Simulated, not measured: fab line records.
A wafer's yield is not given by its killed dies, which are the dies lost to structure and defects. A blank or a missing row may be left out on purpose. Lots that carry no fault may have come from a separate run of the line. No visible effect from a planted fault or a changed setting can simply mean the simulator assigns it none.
Chamber matching    flow nand_harc    rie_diel-06 running NHARC_A_BONDPAD_DESCUM_11: 4 sister chambers
The step chemistry O2, time 3 s. 8 wafers are shown with their chamber, then 7 later ones without.

WAFERS, EACH WITH ITS CHAMBER
wafer   chamber  drypump_motor_current_A (A)  oes_product_au (a.u.)
L814.6  1        5.2                          1.003
L822.3  1        5.1                          1.017
L822.6  2        6.1                          1.001
L821.1  2        6.1                          1.004
L821.3  3        6.4                          1.004
L821.5  0        5.6                          0.986
L823.3  3        6.4                          0.994
L823.4  0        5.6                          0.983

WAFERS WHOSE CHAMBER IS MISSING
wafer   drypump_motor_current_A (A)  oes_product_au (a.u.)
L823.6  5.6                          0.995
L826.1  5.6                          0.994
L826.4  6.1                          0.999
L826.5  6.1                          1.013
L827.2  5.2                          1.010
L827.3  6.4                          1.004
L827.5  5.6                          0.995

CHAMBER TAKEN BY EACH
wafer   from the rows above  in truth
L823.6  0                    0
L826.1  0                    0
L826.4  2                    2
L826.5  2                    2
L827.2  1                    1
L827.3  3                    3
L827.5  0                    0
7 of 7 placed correctly. Left unplaced by these rows: 0. Number placed wrongly: 0.
How it was worked out, from the rows above alone: a wafer's distance from a chamber is the root of the sum, over the readings, of the square of ((its reading less the chamber's mean) divided by the reading's scatter). The wafer belongs to the nearest chamber; if the next one is less than 2 further off, it can't be placed. Each chamber's mean is taken over the wafers shown for it. How the scatter is found: for the shown wafers, subtract from each reading the mean of its chamber, square and add these, divide the total by (wafers less chambers), then take the root.
